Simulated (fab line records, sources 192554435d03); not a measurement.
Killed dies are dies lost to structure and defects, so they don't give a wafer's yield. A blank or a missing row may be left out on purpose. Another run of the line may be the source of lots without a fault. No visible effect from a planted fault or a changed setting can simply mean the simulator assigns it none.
Split-lot trial || flow n5Finfet || on a route of 1938 steps: 7 lots, 39 wafers read

## THE SPLIT
At N5_PASSIVATION_ETCH_54 (etches SiO2 in CHF3/O2, target depth 880 nm, time 440 s), the setting timeS was moved away from the recipe's 440 s on 12 of the 39 wafers read, by -40.9% to +54.9%. The other wafers ran this setting at the recipe's value.

The reading comes from the split's own step.

## THE READING
etch.depthNm (the simulator's own value, which no gauge read), in nm, at N5_PASSIVATION_ETCH_54 (etches SiO2 in CHF3/O2, target depth 880 nm, time 440 s). There is no usual value for it anywhere in the file. The 27 wafers here that ran the recipe average 870.1 nm, standard deviation 28 nm.

{"wafer": "L074.1", "tool, chamber at the split": "rieDiel-01, 3", "timeS as run, s": 440, "against the recipe": "recipe", "etch.depthNm, nm": 929.8, "against lot-mates on the recipe": "-"}
{"wafer": "L074.2", "tool, chamber at the split": "rieDiel-01, 2", "timeS as run, s": 440, "against the recipe": "recipe", "etch.depthNm, nm": 885.7, "against lot-mates on the recipe": "-"}
{"wafer": "L074.3", "tool, chamber at the split": "rieDiel-01, 0", "timeS as run, s": 440, "against the recipe": "recipe", "etch.depthNm, nm": 837.6, "against lot-mates on the recipe": "-"}
{"wafer": "L074.4", "tool, chamber at the split": "rieDiel-01, 1", "timeS as run, s": 440, "against the recipe": "recipe", "etch.depthNm, nm": 866.3, "against lot-mates on the recipe": "-"}
{"wafer": "L074.5", "tool, chamber at the split": "rieDiel-01, 0", "timeS as run, s": 440, "against the recipe": "recipe", "etch.depthNm, nm": 834.3, "against lot-mates on the recipe": "-"}
{"wafer": "L074.6", "tool, chamber at the split": "rieDiel-01, 3", "timeS as run, s": 440, "against the recipe": "recipe", "etch.depthNm, nm": 940, "against lot-mates on the recipe": "-"}
{"wafer": "L079.2", "tool, chamber at the split": "rieDiel-01, 2", "timeS as run, s": 440, "against the recipe": "recipe", "etch.depthNm, nm": 871.9, "against lot-mates on the recipe": "-"}
{"wafer": "L079.3", "tool, chamber at the split": "rieDiel-01, 0", "timeS as run, s": 440, "against the recipe": "recipe", "etch.depthNm, nm": 840.5, "against lot-mates on the recipe": "-"}
{"wafer": "L079.5", "tool, chamber at the split": "rieDiel-01, 0", "timeS as run, s": 440, "against the recipe": "recipe", "etch.depthNm, nm": 838.1, "against lot-mates on the recipe": "-"}
{"wafer": "L083.1", "tool, chamber at the split": "rieDiel-06, 3", "timeS as run, s": 440, "against the recipe": "recipe", "etch.depthNm, nm": 841.8, "against lot-mates on the recipe": "-"}
{"wafer": "L083.2", "tool, chamber at the split": "rieDiel-06, 1", "timeS as run, s": 440, "against the recipe": "recipe", "etch.depthNm, nm": 894, "against lot-mates on the recipe": "-"}
{"wafer": "L083.3", "tool, chamber at the split": "rieDiel-06, 2", "timeS as run, s": 440, "against the recipe": "recipe", "etch.depthNm, nm": 842.2, "against lot-mates on the recipe": "-"}
{"wafer": "L083.4", "tool, chamber at the split": "rieDiel-06, 0", "timeS as run, s": 440, "against the recipe": "recipe", "etch.depthNm, nm": 882.4, "against lot-mates on the recipe": "-"}
{"wafer": "L083.5", "tool, chamber at the split": "rieDiel-06, 2", "timeS as run, s": 440, "against the recipe": "recipe", "etch.depthNm, nm": 838.5, "against lot-mates on the recipe": "-"}
{"wafer": "L083.6", "tool, chamber at the split": "rieDiel-06, 1", "timeS as run, s": 440, "against the recipe": "recipe", "etch.depthNm, nm": 891.9, "against lot-mates on the recipe": "-"}
{"wafer": "L084.1", "tool, chamber at the split": "rieDiel-03, 3", "timeS as run, s": 440, "against the recipe": "recipe", "etch.depthNm, nm": 892.4, "against lot-mates on the recipe": "-"}
{"wafer": "L084.2", "tool, chamber at the split": "rieDiel-03, 0", "timeS as run, s": 514.9, "against the recipe": "+17.0%", "etch.depthNm, nm": 1022, "against lot-mates on the recipe": "+150.3"}
{"wafer": "L084.3", "tool, chamber at the split": "rieDiel-03, 2", "timeS as run, s": 440, "against the recipe": "recipe", "etch.depthNm, nm": 852.4, "against lot-mates on the recipe": "-"}
{"wafer": "L084.4", "tool, chamber at the split": "rieDiel-03, 1", "timeS as run, s": 514.9, "against the recipe": "+17.0%", "etch.depthNm, nm": 1020, "against lot-mates on the recipe": "+148.3"}
{"wafer": "L084.5", "tool, chamber at the split": "rieDiel-03, 0", "timeS as run, s": 514.9, "against the recipe": "+17.0%", "etch.depthNm, nm": 1023, "against lot-mates on the recipe": "+151.3"}
{"wafer": "L084.6", "tool, chamber at the split": "rieDiel-03, 1", "timeS as run, s": 440, "against the recipe": "recipe", "etch.depthNm, nm": 870.2, "against lot-mates on the recipe": "-"}
{"wafer": "L085.1", "tool, chamber at the split": "rieDiel-03, 1", "timeS as run, s": 440, "against the recipe": "recipe", "etch.depthNm, nm": 883, "against lot-mates on the recipe": "-"}
{"wafer": "L085.2", "tool, chamber at the split": "rieDiel-03, 3", "timeS as run, s": 259.9, "against the recipe": "-40.9%", "etch.depthNm, nm": 527, "against lot-mates on the recipe": -340.7}
{"wafer": "L085.3", "tool, chamber at the split": "rieDiel-03, 2", "timeS as run, s": 440, "against the recipe": "recipe", "etch.depthNm, nm": 848.8, "against lot-mates on the recipe": "-"}
{"wafer": "L085.4", "tool, chamber at the split": "rieDiel-03, 0", "timeS as run, s": 440, "against the recipe": "recipe", "etch.depthNm, nm": 871.2, "against lot-mates on the recipe": "-"}
{"wafer": "L085.5", "tool, chamber at the split": "rieDiel-03, 1", "timeS as run, s": 259.9, "against the recipe": "-40.9%", "etch.depthNm, nm": 516.8, "against lot-mates on the recipe": -350.9}
{"wafer": "L085.6", "tool, chamber at the split": "rieDiel-03, 0", "timeS as run, s": 259.9, "against the recipe": "-40.9%", "etch.depthNm, nm": 517.7, "against lot-mates on the recipe": -350.0}
{"wafer": "L093.1", "tool, chamber at the split": "rieDiel-01, 2", "timeS as run, s": 566.8, "against the recipe": "+28.8%", "etch.depthNm, nm": 1128, "against lot-mates on the recipe": "+272.5"}
{"wafer": "L093.2", "tool, chamber at the split": "rieDiel-01, 3", "timeS as run, s": 566.8, "against the recipe": "+28.8%", "etch.depthNm, nm": 1179, "against lot-mates on the recipe": "+323.5"}
{"wafer": "L093.3", "tool, chamber at the split": "rieDiel-01, 0", "timeS as run, s": 440, "against the recipe": "recipe", "etch.depthNm, nm": 840.6, "against lot-mates on the recipe": "-"}
{"wafer": "L093.4", "tool, chamber at the split": "rieDiel-01, 1", "timeS as run, s": 566.8, "against the recipe": "+28.8%", "etch.depthNm, nm": 1097, "against lot-mates on the recipe": "+241.5"}
{"wafer": "L093.5", "tool, chamber at the split": "rieDiel-01, 1", "timeS as run, s": 440, "against the recipe": "recipe", "etch.depthNm, nm": 850.7, "against lot-mates on the recipe": "-"}
{"wafer": "L093.6", "tool, chamber at the split": "rieDiel-01, 2", "timeS as run, s": 440, "against the recipe": "recipe", "etch.depthNm, nm": 875.2, "against lot-mates on the recipe": "-"}
{"wafer": "L095.1", "tool, chamber at the split": "rieDiel-06, 1", "timeS as run, s": 681.6, "against the recipe": "+54.9%", "etch.depthNm, nm": 1399, "against lot-mates on the recipe": "+508.0"}
{"wafer": "L095.2", "tool, chamber at the split": "rieDiel-06, 2", "timeS as run, s": 440, "against the recipe": "recipe", "etch.depthNm, nm": 888.2, "against lot-mates on the recipe": "-"}
{"wafer": "L095.3", "tool, chamber at the split": "rieDiel-06, 0", "timeS as run, s": 440, "against the recipe": "recipe", "etch.depthNm, nm": 901.2, "against lot-mates on the recipe": "-"}
{"wafer": "L095.4", "tool, chamber at the split": "rieDiel-06, 2", "timeS as run, s": 440, "against the recipe": "recipe", "etch.depthNm, nm": 883.6, "against lot-mates on the recipe": "-"}
{"wafer": "L095.5", "tool, chamber at the split": "rieDiel-06, 0", "timeS as run, s": 681.6, "against the recipe": "+54.9%", "etch.depthNm, nm": 1390, "against lot-mates on the recipe": "+499.0"}
{"wafer": "L095.6", "tool, chamber at the split": "rieDiel-06, 1", "timeS as run, s": 681.6, "against the recipe": "+54.9%", "etch.depthNm, nm": 1401, "against lot-mates on the recipe": "+510.0"}

FIT RESULTS
A straight line over all 39 wafers: etch.depthNm changes by +9.16 nm for each +1% of timeS; r = +0.99; the points scatter about the line by 27 nm.
The same after taking each lot's own level away (the mean of its wafers on the recipe; 39 wafers): +9.01 nm for each +1%; r = +0.99; scatter 25 nm.
According to that fit, moving timeS by its largest amount changes the reading by 4.9e+02 nm.
Measured against the standard deviation above, the lots' own levels, which go from 850.17 to 891.00 nm, span 1.5 times it.
Hence the lot-to-lot level has little effect on the slope; both slopes agree.
Check: for one of the wafers moved furthest among these (+54.9%), held out of the fit, the line's prediction against its lot-mates is +496 nm. It came out at +508 nm against them.

## THE WHOLE CHAIN: every reading that the file lists as answering this split, in the file's order
{"step": "N5_PASSIVATION_ETCH_54", "what it does": "etches SiO2 in CHF3/O2, target depth 880 nm, time 440 s", "reading": "PASSIVATION.featureDepthNm (the simulator's own value, which no gauge read)", "change (the file's fit)": "+9.05 nm for each +1% of the setting", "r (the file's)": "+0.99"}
{"step": "N5_PASSIVATION_ETCH_54", "what it does": "etches SiO2 in CHF3/O2, target depth 880 nm, time 440 s", "reading": "etch.depthNm (the simulator's own value, which no gauge read)", "change (the file's fit)": "+9.05 nm for each +1% of the setting", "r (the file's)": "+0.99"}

## FILE'S OWN FIT
etch.depthNm changes by +9.05 nm for each +1% of timeS, r = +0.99.
